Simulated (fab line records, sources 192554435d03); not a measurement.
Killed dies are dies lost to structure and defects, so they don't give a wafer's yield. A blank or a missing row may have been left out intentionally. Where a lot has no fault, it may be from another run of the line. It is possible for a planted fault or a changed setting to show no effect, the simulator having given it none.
A struck lot beside a sound one -- flow n5 finfet -- 26 steps out of a route of 1938
Sound: these wafers, L328.2, L328.3, L328.4. Wafers struck: L340.1, L340.3, L340.4. At the end, the cause is stated.
At each step with rows: each side's tool, then ch and its chambers, then its first start. Under that, the readings that differ: sound wafers -- struck wafers -- difference of the means -- sigmas: that difference in standard deviations of wafers without a fault.
alike: readings with means less than 2 such deviations apart, plus words and numbers identical on both sides. not compared: withheld readings, readings lacking a value on some wafer, bounds such as >300 that could conceal the same value, and numbers that have no deviation in the record and whose values overlap.
A row with sigmas, a row that says differs or no value, or rows on one side alone: a step with any of these is where the two part. Numbers that don't overlap but have no deviation are shown without sigmas and don't part them. A reading that every wafer of one side lacks parts them only if that side has two wafers or more.

first, 1 step without rows for these wafers: N5_DUMMY_GATE_SRD_01 (time 30 s).
N5_DUMMY_GATE_ALD_02: deposits SiO2, target thk 2 nm, pulse time 1 s.
  sound on ald sin-04 ch 0,2, day 2 21:22; struck on ald sin-03 ch 1,2,3, day 5 19:41
  alike: heater power w, precursor pulse height rel
then, 3 steps without rows for these wafers: N5_DUMMY_GATE_CVD_03 (deposits a-Si from SiH4, target thk 150 nm, time 8042 s); N5_DUMMY_GATE_PRECLEAN_46 (cleans in DIW, time 89.5 s); N5_DUMMY_GATE_SRD_47 (dry time 32 s).
N5_DUMMY_GATE_CMP_04: polishes a-Si.
  sound on cmp-03 ch 0,1,3, day 3 03:02; struck on cmp-03 ch 0,1,2, day 5 23:32
  alike: motor current A, retaining ring pressure frac, time to endpoint s
N5_DUMMY_GATE_THK_MEAS_05:
  sound on film metro-01, day 3 03:17; struck on film metro-02, day 5 23:46
  alike: thk nm
then, 5 steps without rows for these wafers: N5_DUMMY_GATE_HM_DEP_06 (deposits SiNx from DCS/NH3, target thk 80 nm, time 5141 s); N5_DUMMY_GATE_PECVD_30 (deposits SiO2 from TEOS/O2, target thk 55 nm, time 10.8 s); N5_DUMMY_GATE_COAT_34 (time 60 s, resist thk 60 nm); N5_DUMMY_GATE_COAT_35 (time 60 s, resist thk 10 nm); N5_DUMMY_GATE_COAT_28 (time 60 s, resist thk 10 nm).
N5_DUMMY_GATE_COAT_09: resist thk 30 nm.
  sound on litho track-05 ch 0, day 3 07:19; struck on litho track-05 ch 0, day 6 05:49
reading,sound,struck,difference,sigmas
spin speed rpm (rpm),1500.9 1500.9 1500.9,1585.4 1584.5 1584.0,+83.7,+76
model.CAR-EUV_of_DUMMY_GATE_COAT_09.thk nm (nm),30 30 30.2,29.2 29.2 29.2,-0.9,
  alike: resist line temp C
then, 5 steps without rows for these wafers: N5_DUMMY_GATE_EBR_11; N5_DUMMY_GATE_SOFTBAKE_10 (time 60 s); N5_DUMMY_GATE_EXPOSE_12 (exposes mask GATE, target cd 25 nm); N5_DUMMY_GATE_PEB_13 (peb time 60 s); N5_DUMMY_GATE_DEVELOP_14 (develop time 30 s).
N5_DUMMY_GATE_CD_MEAS_15: target cd 25.8 nm.
  sound on cd sem-03 ch 0, day 3 07:43; struck on cd sem-02 ch 0, day 6 06:04
  alike: cd nm
N5_DUMMY_GATE_OVL_MEAS_16:
  sound on overlay-02 ch 0, day 3 07:46; struck on overlay-02 ch 0, day 6 06:07
  alike: GATE_OVL
N5_DUMMY_GATE_INSPECT_17: inspects for defects (brightfield).
  sound on defect inspect-02, day 3 07:49; struck on defect inspect-02, day 6 06:10
  alike: raw defect count
N5_DUMMY_GATE_DESCUM_20: chemistry O2, time 6.2 s.
  sound on rie diel-04 ch 1,2,3, day 3 07:57; struck on rie diel-01 ch 0,1,2, day 6 06:23
  alike: bias power w, drypump motor current A, oes product au, rf vpp V, showerhead plenum p Torr, throttle valve pct
  not compared: rf hours counter h
N5_DUMMY_GATE_ETCH_29: etches underlayer in N2/H2, target depth 13 nm.
  sound on rie diel-04 ch 1,2,3, day 3 08:01; struck on rie diel-01 ch 0,1,2, day 6 06:27
  alike: bias w, drypump motor current A, n2 flow sccm, oes product au, rf vpp V, showerhead plenum p Torr, throttle valve pct
  not compared: rf hours counter h
N5_DUMMY_GATE_ETCH_36: etches SiARC in CF4, target depth 13 nm.
  sound on rie diel-04 ch 1,2,3, day 3 08:03; struck on rie diel-01 ch 0,1,2, day 6 06:29
reading,sound,struck,difference,sigmas
model.CAR-EUV_of_DUMMY_GATE_COAT_09.thk nm (nm),11.4 11 11.8,10.4 10.8 10.4,-0.9,
  alike: bias w, cf4 flow sccm, drypump motor current A, oes product au, rf vpp V, showerhead plenum p Torr, throttle valve pct
  not compared: rf hours counter h
N5_DUMMY_GATE_ETCH_37: etches SOC in N2/H2, target depth 60 nm, overetch 30 nm.
  sound on rie diel-04 ch 1,2,3, day 3 08:05; struck on rie diel-01 ch 0,1,2, day 6 06:32
  alike: bias w, drypump motor current A, n2 flow sccm, oes product au, rf vpp V, showerhead plenum p Torr, throttle valve pct
  not compared: rf hours counter h
N5_PASSIVATION_PROBE_49:
  rows exist in the record for the sound wafers here (prober-01, day 14 00:50), none for the struck ones

WHERE THEY PART
At N5_DUMMY_GATE_COAT_09 first; at N5_PASSIVATION_PROBE_49 last (within this record only).

WHY: what the simulator had put in
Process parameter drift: litho track-05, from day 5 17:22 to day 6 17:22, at N5_DUMMY_GATE_COAT_09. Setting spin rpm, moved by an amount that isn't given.
